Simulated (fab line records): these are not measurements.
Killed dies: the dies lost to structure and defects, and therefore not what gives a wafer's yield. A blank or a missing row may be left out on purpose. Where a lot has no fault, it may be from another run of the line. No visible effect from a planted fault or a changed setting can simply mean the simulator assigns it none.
3 desks, one fault :: flow nand harc :: each desk has only its own numbers; what lay behind them comes last

THE TOOL OWNER'S DESK: rie diel-02
The tool's own readings at NHARC_A_BLC_ETCH_16 (etches the open film in CF4, target depth 39 nm, time 65 s): means of the sampled wafers that have a number, for each lot that ran on this tool. If a lot's mean is further than 4 standard deviations from the usual mean, the lot is out of limits and carries the mark OUT (the distance appears in the brackets).
Columns: A = cf4 flow sccm at NHARC_A_BLC_ETCH_16, usual 150.0 sccm; B = drypump motor current A at NHARC_A_BLC_ETCH_16, usual 5.6 A; C = mfc ar sccm at NHARC_A_BLC_ETCH_16, usual 0.006 sccm; D = oes product au at NHARC_A_BLC_ETCH_16, usual 1.003 a.u.; E = rf vpp V at NHARC_A_BLC_ETCH_16, usual 151.2 V; F = showerhead plenum p Torr at NHARC_A_BLC_ETCH_16, usual 1.76 Torr; G = throttle valve pct at NHARC_A_BLC_ETCH_16, usual 13.283 %
lot: L578
first seen here: day 23 05:46
A: 150.1
B: 5.5
C: 0.000
D: 0.997
E: 150.7
F: 1.73
G: 13.275

lot: L587
first seen here: day 26 20:30
A: 150.4
B: 5.7
C: 0.000
D: 0.799 (-26) OUT
E: 149.7
F: 1.71
G: 13.273
This desk finds L587 out of limits, L587 being first, at day 26 20:30 (oes product au at NHARC_A_BLC_ETCH_16). L578 stayed within limits.

METROLOGY DESK
What the gauges read, lot by lot, whatever tool the lot ran on: means of the sampled wafers that have a number. If a lot's mean is further than 4 standard deviations from the usual mean, the lot is out of limits and carries the mark OUT (the distance appears in the brackets).
Columns: A = cd nm at NHARC_A_BLC_CD_MEAS_10, usual 99.9 nm; B = overlay x nm at NHARC_A_BLC_OVL_MEAS_11, usual 0.1 nm; C = overlay y nm at NHARC_A_BLC_OVL_MEAS_11, usual 0.0 nm
lot: L577
first seen here: day 22 10:23
A: 99.5
B: 0.8
C: 0.5

lot: L578
first seen here: day 23 05:29
A: 99.7
B: 1.1
C: 0.2

lot: L587
first seen here: day 26 20:13
A: 99.1
B: -1.3
C: -0.2

lot: L593
first seen here: day 28 19:34
A: 100.0
B: 0.7
C: -0.3

lot: L598
first seen here: day 31 12:37
A: 100.3
B: -0.6
C: -0.1
Finding of this desk: none of the 5 lots has anything out of limits.

THE DEFECT DESK
Lot by lot, what the route's inspections counted, given as the mean of those sampled wafers with a number. If a lot's mean is further than 4 standard deviations from the usual mean, the lot is out of limits and carries the mark OUT (the distance appears in the brackets).
Columns: A = raw defect count at NHARC_A_BLC_INSPECT_12, usual 83
lot: L577
first seen here: day 22 10:30
A: 22

lot: L578
first seen here: day 23 05:37
A: 70

lot: L587
first seen here: day 26 20:20
A: 83

lot: L593
first seen here: day 28 19:42
A: 116

lot: L598
first seen here: day 31 12:44
A: 50
Finding of this desk: none of the 5 lots has anything out of limits.

ALL TOGETHER
On L587, at day 26 20:30, an alarm was possible from the tool owner's desk.
Nothing out of limits was seen by the metrology desk.
No out-of-limits result turned up at the defect desk.
The metrology desk holds a record of L587, inside its limits.
The defect desk has L587 on record, within its limits.
On rie diel-02, each named lot ran NHARC_A_BLC_ETCH_16.

WHAT WAS PUT IN BY THE SIMULATOR
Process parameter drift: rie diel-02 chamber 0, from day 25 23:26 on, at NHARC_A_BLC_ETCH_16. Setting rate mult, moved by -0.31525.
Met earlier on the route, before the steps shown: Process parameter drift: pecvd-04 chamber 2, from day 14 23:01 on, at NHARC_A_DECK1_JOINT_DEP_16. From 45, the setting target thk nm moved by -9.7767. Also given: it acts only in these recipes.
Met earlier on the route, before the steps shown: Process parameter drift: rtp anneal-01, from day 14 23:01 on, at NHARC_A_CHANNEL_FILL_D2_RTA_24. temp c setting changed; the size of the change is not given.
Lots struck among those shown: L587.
Time in hours from fault onset to the first out-of-limits reading at each desk: the tool owner's desk, 21.
